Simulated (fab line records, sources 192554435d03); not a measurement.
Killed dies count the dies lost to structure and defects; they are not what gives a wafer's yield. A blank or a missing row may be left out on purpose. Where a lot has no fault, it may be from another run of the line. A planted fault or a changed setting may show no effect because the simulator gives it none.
fab line records -- flow n5_finfet
[record] lots = 7, wafers = 39
route steps=1938 shown MOL_CONTACT_COAG@616
start_h: the number of hours between the record's first day and the start of the first shown wafer of the lot -- wait_h: hours from the lot's prior step to this one -- " same as the row above -- L1.1+2: a row that stands for several wafers -- - value missing, or start not given -- * or withheld: withheld -- < > ~ a bound
route shown NAME@n: names a module that has steps shown in the file, with the first one's number in the route -- usual: mean and standard deviation over wafers with no fault -- same: alike in all rows -- chamber/n: place in a boat -- sites: per-site readings -- _std_site: their standard deviation -- _edge_site: inner sites' mean taken away from outer sites' mean -- radius_mm: for every site, how far away it sits from the centre of the wafer -- mask NAME#n: copy n -- behind: the last tool/chamber to shape the wafer -- hold: why the lot went on hold/how many hours it stayed there/how the hold came to an end -- device: transistor that didn't switch, given as n, p or np -- end of line: the same wafers' tests at the end of the route -- a step given without rows: its recipe and nothing more -- killed: the dies lost at the first sort to structure and to defects; this is not the yield of the wafer -- map: per-die view of a wafer (x killed, . not killed, _ where there is no die)
set.NAME: the setting the step ran with; set.NAME@STEP: the setting that earlier step ran with -- model.NAME: the simulator's own value behind a step, which no gauge read
one table per step and one row per wafer, for lots whose settings were changed on purpose
[[steps]]
[step N5_MOL_CONTACT_COAG_ETCH_124]
[recipe] chemistry = CH3F/O2, target = SiNx, target_depth_a = 65, mask_material = SOC, stop_on = SiOC, over_etch_frac = 0.3, ion_energy_ev = 120, pressure_mtorr = 30, source_w = 395, bias_w = 73, Ar_flow_sccm = 150, CH3F_flow_sccm = 30, O2_flow_sccm = 20, ends = end_point
[usual] rf_vpp_V = 298.8/3
lot.wafer,tool,chamber,start_h,wait_h,set.source_w,rf_vpp_V
L076.1,rie_diel-02,2,111.07,0.0,330.2,321.9
L076.2,rie_diel-02,3,111.07,0.0,330.2,328.0
L076.3,rie_diel-02,0,111.07,0.0,395,304.9
L076.4,rie_diel-02,1,111.07,0.0,395,295.8
L076.5,rie_diel-02,2,111.07,0.0,395,297.2
L076.6,rie_diel-02,3,111.07,0.0,330.2,328.4
L077.1,rie_diel-03,1,119.66,0.0,395,300.8
L077.2,rie_diel-03,3,119.66,0.0,395,294.2
L077.4,rie_diel-03,0,119.66,0.0,395,302.0
L083.1,rie_diel-02,1,151.59,0.0,395,295.3
L083.2,rie_diel-02,3,151.59,0.0,429.2,290.7
L083.3,rie_diel-02,2,151.59,0.0,429.2,284.3
L083.4,rie_diel-02,0,151.59,0.0,429.2,291.9
L083.5,rie_diel-02,0,151.59,0.0,395,303.0
L083.6,rie_diel-02,3,151.59,0.0,395,304.1
L086.1,rie_diel-03,2,176.08,0.0,357,313.5
L086.2,rie_diel-03,1,176.08,0.0,395,299.8
L086.3,rie_diel-03,0,176.08,0.0,395,302.1
L086.4,rie_diel-03,3,176.08,0.0,357,307.9
L086.5,rie_diel-03,0,176.08,0.0,395,302.3
L086.6,rie_diel-03,3,176.08,0.0,357,308.5
L089.1,rie_diel-03,2,193.07,0.0,395,299.1
L089.2,rie_diel-03,1,193.07,0.0,395,300.1
L089.3,rie_diel-03,3,193.07,0.0,395,294.3
L089.4,rie_diel-03,0,193.07,0.0,395,301.9
L089.5,rie_diel-03,2,193.07,0.0,395,298.9
L089.6,rie_diel-03,1,193.07,0.0,395,300.0
L090.1,rie_diel-05,3,198.16,0.0,395,299.6
L090.2,rie_diel-05,1,198.16,0.0,361.3,309.7
L090.3,rie_diel-05,0,198.16,0.0,361.3,311.4
L090.4,rie_diel-05,2,198.16,0.0,395,299.1
L090.5,rie_diel-05,2,198.16,0.0,395,300.1
L090.6,rie_diel-05,3,198.16,0.0,361.3,310.8
L096.1,rie_diel-05,0,236.48,0.0,395,300.9
L096.2,rie_diel-05,1,236.48,0.0,395,296.3
L096.3,rie_diel-05,2,236.48,0.0,395,300.6
L096.4,rie_diel-05,3,236.48,0.0,353.2,316.0
L096.5,rie_diel-05,0,236.48,0.0,353.2,316.1
L096.6,rie_diel-05,1,236.48,0.0,353.2,312.5
[[key]]
[split] step = N5_MOL_CONTACT_COAG_ETCH_124, setting = source_w, stated = 395, by = wafer
[response] step = N5_MOL_CONTACT_COAG_ETCH_124, reading = rf_vpp_V, change = -1.42, per = 1%, r = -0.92
